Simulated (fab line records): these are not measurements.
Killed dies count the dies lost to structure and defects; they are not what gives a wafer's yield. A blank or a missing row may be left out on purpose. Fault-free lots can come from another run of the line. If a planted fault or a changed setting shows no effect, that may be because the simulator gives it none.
A lot that was struck, set against a sound lot :: flow nand_harc :: 15 steps out of a route of 1302
Sound: the wafers L685.1, L685.2, L685.4. Struck: wafers L691.1, L691.4, L691.6. The cause is named last.
Order at every step that has rows: each side's tool, ch and its chambers, its first start. Under that, the readings that differ: sound wafers :: struck wafers :: difference of the means :: sigmas: that difference in standard deviations of wafers without a fault.
alike: readings whose means differ by less than 2 such deviations, and words and numbers that are the same on both sides. not compared: withheld readings, readings that some wafer has no value for, bounds like >300 that may hide the same value, and numbers for which the record gives no deviation and whose values overlap.
The two part at a step that has a row with sigmas, a row that says differs or no value, or rows on one side only. Non-overlapping numbers with no deviation appear without sigmas and do not part them. A reading that every wafer of one side lacks parts them only if that side has two wafers or more.

first, 9 steps without rows for these wafers: NHARC_P_ZERO_WELL_STRIP_41 (strips in SPM, time 840 s); NHARC_P_ZERO_WELL_DEHYDRATE_44 (time 120 s); NHARC_P_ZERO_WELL_HMDS_45 (time 30 s); NHARC_P_ZERO_WELL_COAT_46; NHARC_P_ZERO_WELL_SOFTBAKE_47 (time 95 s); NHARC_P_ZERO_WELL_EBR_48; NHARC_P_ZERO_WELL_EXPOSE_49 (exposes mask P HVPW, target cd 2000 nm); NHARC_P_ZERO_WELL_PEB_50 (peb time 85 s); NHARC_P_ZERO_WELL_DEVELOP_51 (time 70 s).
NHARC_P_ZERO_WELL_CD_MEAS_52: target cd 2000 nm.
  sound on cd_sem-03 ch 0, day 6 15:44; struck on cd_sem-01 ch 0, day 9 03:37
reading: cd_nm (nm)
sound: 2001.4 2001.3 2001.6
struck: 1997.8 1998.1 1997.6
difference: -3.6
sigmas: -3
then, 1 step without rows for these wafers: NHARC_P_ZERO_WELL_HARDBAKE_53 (time 80 s).
NHARC_P_ZERO_WELL_DESCUM_54: chemistry O2, time 3 s.
  sound on rie_diel-13 ch 1,2,3, day 6 15:53; struck on rie_diel-12 ch 0,1,2, day 9 03:47
  alike: drypump_motor_current_A, oes_product_au, rf_vpp_V, showerhead_plenum_p_Torr, throttle_valve_pct
  not compared: rf_hours_counter_h
NHARC_P_ZERO_WELL_IMPLANT_55:
  sound on implanter-02 ch 0, day 6 16:02; struck on implanter-02, day 9 03:57
  no value came back on the struck wafers for beam_energy_keV, beam_on_s (s); on the sound wafers beam_energy_keV reads 179.96 179.94 179.95
then, 1 step without rows for these wafers: NHARC_P_ZERO_WELL_IMPLANT_61.
-- break in the record here, with 21 days between the starts of the struck wafers on either side (left off in module P_ZERO_WELL, picked up again in module END, where the first step shown is number 1302 on the route) --
NHARC_END_SORT_01:
  only the struck wafers appear in the record here, on prober-02 ch 0 at day 30 09:56; the sound ones have no rows

== WHERE THEY PART ==
At NHARC_P_ZERO_WELL_CD_MEAS_52 first; at NHARC_END_SORT_01 last (within this record only).

WHY: the cause the simulator had injected
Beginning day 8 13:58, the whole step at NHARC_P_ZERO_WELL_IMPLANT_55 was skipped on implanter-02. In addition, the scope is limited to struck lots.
